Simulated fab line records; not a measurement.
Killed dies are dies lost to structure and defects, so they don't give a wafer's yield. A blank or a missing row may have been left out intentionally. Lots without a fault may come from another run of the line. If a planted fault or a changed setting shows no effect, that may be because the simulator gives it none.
The tool behind it: which one? / flow n5Finfet / 11 lots, 33 wafers sampled, at 6 steps of a route of 1938

WHAT THE GAUGES READ, wafer by wafer
N5_MOL_CONTACT_COAG_INSPECT_57: inspects for defects (brightfield).
lot=L075; measured=day 5 06:54; on=defectInspect-01; rawDefectCount=238 292 323
lot=L077; measured=day 5 20:10; on=defectInspect-01; rawDefectCount=245 216 189
lot=L079; measured=day 6 12:53; on=defectInspect-02; rawDefectCount=250 224 200
lot=L081; measured=day 6 23:09; on=defectInspect-01; rawDefectCount=239 141 183
lot=L083; measured=day 7 04:49; on=defectInspect-02; rawDefectCount=147 154 218
lot=L085; measured=day 7 23:53; on=defectInspect-01; rawDefectCount=280 189 246
lot=L088; measured=day 8 17:41; on=defectInspect-02; rawDefectCount=229 305 189
lot=L090; measured=day 9 01:42; on=defectInspect-02; rawDefectCount=310 130 172
lot=L092; measured=day 9 17:06; on=defectInspect-02; rawDefectCount=221 187 248
lot=L094; measured=day 10 05:54; on=defectInspect-02; rawDefectCount=259 230 158
lot=L096; measured=day 10 13:07; on=defectInspect-01; rawDefectCount=246 276 207

WHAT TOOL EACH LOT RAN ON (gives the tool, then ch and the chambers of the sampled wafers, and finally the start)
lot=L075; N5_GATE_CUT_VAPOR_ETCH_49=rieMetal-03 ch 0,1, day 4 17:56; N5_MOL_CONTACT_COAG_ETCH_105=rieDiel-05 ch 0,1,3, day 4 21:24; N5_MOL_CONTACT_COAG_ETCH_15=rieDiel-05 ch 0,1,3, day 4 21:34; N5_MOL_CONTACT_COAG_ETCH_110=rieDiel-05 ch 0,1,3, day 4 21:38; N5_MOL_CONTACT_COAG_TI_SIL_19=pvdSputter-03, day 4 23:00
lot=L077; N5_GATE_CUT_VAPOR_ETCH_49=rieMetal-02 ch 0, day 5 07:01; N5_MOL_CONTACT_COAG_ETCH_105=rieDiel-05 ch 1,2,3, day 5 11:37; N5_MOL_CONTACT_COAG_ETCH_15=rieDiel-05 ch 1,2,3, day 5 11:47; N5_MOL_CONTACT_COAG_ETCH_110=rieDiel-05 ch 1,2,3, day 5 11:51; N5_MOL_CONTACT_COAG_TI_SIL_19=pvdSputter-01, day 5 12:46
lot=L079; N5_GATE_CUT_VAPOR_ETCH_49=rieMetal-02 ch 0, day 6 00:08; N5_MOL_CONTACT_COAG_ETCH_105=rieDiel-05 ch 0,2,3, day 6 03:25; N5_MOL_CONTACT_COAG_ETCH_15=rieDiel-05 ch 0,2,3, day 6 03:35; N5_MOL_CONTACT_COAG_ETCH_110=rieDiel-05 ch 0,2,3, day 6 03:38; N5_MOL_CONTACT_COAG_TI_SIL_19=pvdSputter-01, day 6 04:13
lot=L081; N5_GATE_CUT_VAPOR_ETCH_49=rieMetal-01 ch 0, day 6 07:50; N5_MOL_CONTACT_COAG_ETCH_105=rieDiel-05 ch 1,2,3, day 6 11:04; N5_MOL_CONTACT_COAG_ETCH_15=rieDiel-05 ch 1,2,3, day 6 11:13; N5_MOL_CONTACT_COAG_ETCH_110=rieDiel-05 ch 1,2,3, day 6 11:17; N5_MOL_CONTACT_COAG_TI_SIL_19=pvdSputter-01, day 6 11:59
lot=L083; N5_GATE_CUT_VAPOR_ETCH_49=rieMetal-01 ch 0,1, day 6 16:12; N5_MOL_CONTACT_COAG_ETCH_105=rieDiel-05 ch 0,2, day 6 19:25; N5_MOL_CONTACT_COAG_ETCH_15=rieDiel-05 ch 0,2, day 6 19:35; N5_MOL_CONTACT_COAG_ETCH_110=rieDiel-05 ch 0,2, day 6 19:39; N5_MOL_CONTACT_COAG_TI_SIL_19=pvdSputter-01, day 6 20:14
lot=L085; N5_GATE_CUT_VAPOR_ETCH_49=rieMetal-02 ch 0,1, day 7 12:26; N5_MOL_CONTACT_COAG_ETCH_105=rieDiel-05 ch 1,3, day 7 15:49; N5_MOL_CONTACT_COAG_ETCH_15=rieDiel-05 ch 1,3, day 7 15:58; N5_MOL_CONTACT_COAG_ETCH_110=rieDiel-05 ch 1,3, day 7 16:02; N5_MOL_CONTACT_COAG_TI_SIL_19=pvdSputter-01, day 7 17:19
lot=L088; N5_GATE_CUT_VAPOR_ETCH_49=rieMetal-03 ch 0,1, day 8 05:06; N5_MOL_CONTACT_COAG_ETCH_105=rieDiel-05 ch 1,2,3, day 8 09:29; N5_MOL_CONTACT_COAG_ETCH_15=rieDiel-05 ch 1,2,3, day 8 09:39; N5_MOL_CONTACT_COAG_ETCH_110=rieDiel-05 ch 1,2,3, day 8 09:43; N5_MOL_CONTACT_COAG_TI_SIL_19=pvdSputter-01, day 8 10:34
lot=L090; N5_GATE_CUT_VAPOR_ETCH_49=rieMetal-03 ch 0,1, day 8 11:15; N5_MOL_CONTACT_COAG_ETCH_105=rieDiel-03 ch 0,1, day 8 15:16; N5_MOL_CONTACT_COAG_ETCH_15=rieDiel-03 ch 0,1, day 8 15:26; N5_MOL_CONTACT_COAG_ETCH_110=rieDiel-03 ch 0,1, day 8 15:29; N5_MOL_CONTACT_COAG_TI_SIL_19=pvdSputter-03, day 8 16:10
lot=L092; N5_GATE_CUT_VAPOR_ETCH_49=rieMetal-01 ch 0, day 9 04:16; N5_MOL_CONTACT_COAG_ETCH_105=rieDiel-05 ch 0,1, day 9 07:46; N5_MOL_CONTACT_COAG_ETCH_15=rieDiel-05 ch 0,1, day 9 07:56; N5_MOL_CONTACT_COAG_ETCH_110=rieDiel-05 ch 0,1, day 9 07:59; N5_MOL_CONTACT_COAG_TI_SIL_19=pvdSputter-01, day 9 09:19
lot=L094; N5_GATE_CUT_VAPOR_ETCH_49=rieMetal-01 ch 0,1, day 9 15:41; N5_MOL_CONTACT_COAG_ETCH_105=rieDiel-01 ch 1,3, day 9 19:03; N5_MOL_CONTACT_COAG_ETCH_15=rieDiel-01 ch 1,3, day 9 19:13; N5_MOL_CONTACT_COAG_ETCH_110=rieDiel-01 ch 1,3, day 9 19:16; N5_MOL_CONTACT_COAG_TI_SIL_19=pvdSputter-03, day 9 19:57
lot=L096; N5_GATE_CUT_VAPOR_ETCH_49=rieMetal-01 ch 0,1, day 10 01:07; N5_MOL_CONTACT_COAG_ETCH_105=rieDiel-01 ch 0,1,2, day 10 04:29; N5_MOL_CONTACT_COAG_ETCH_15=rieDiel-01 ch 0,1,2, day 10 04:39; N5_MOL_CONTACT_COAG_ETCH_110=rieDiel-01 ch 0,1,2, day 10 04:43; N5_MOL_CONTACT_COAG_TI_SIL_19=pvdSputter-02, day 10 05:35
- N5_GATE_CUT_VAPOR_ETCH_49: etches TiAlC in BCl3/Cl2.
- N5_MOL_CONTACT_COAG_ETCH_105: etches SiARC in CF4, target depth 15.6 nm, time 26 s.
- N5_MOL_CONTACT_COAG_ETCH_15: etches SiNx in CH3F/O2, stops on Si:P, target depth 7 nm.
- N5_MOL_CONTACT_COAG_ETCH_110: etches Si in CF4/O2, target depth 2.5 nm, time 8 s.
- N5_MOL_CONTACT_COAG_TI_SIL_19: material Ti, target thk 4.2 nm, time 15 s.

THE ANSWER, worked out from the rows above alone
Rule: the lots themselves supply what counts as usual. Put in order of their means at a reading, lots are off if they are a third of the lots or fewer, leave a main group of 4 or more, and stand apart from it by a gap of 3 or more times the standard deviation of the main group's means; of several such gaps the widest counts. A main group whose means are all the same, to the digits that the tables above print for the reading, isn't used. Also off: a lot with no number at a reading for which 4 or more lots have one. Any other lot the step has rows for is counted as sound.
None of the lots is off at any reading shown; this tells nothing.

WHAT THE SIMULATOR HAD INSERTED
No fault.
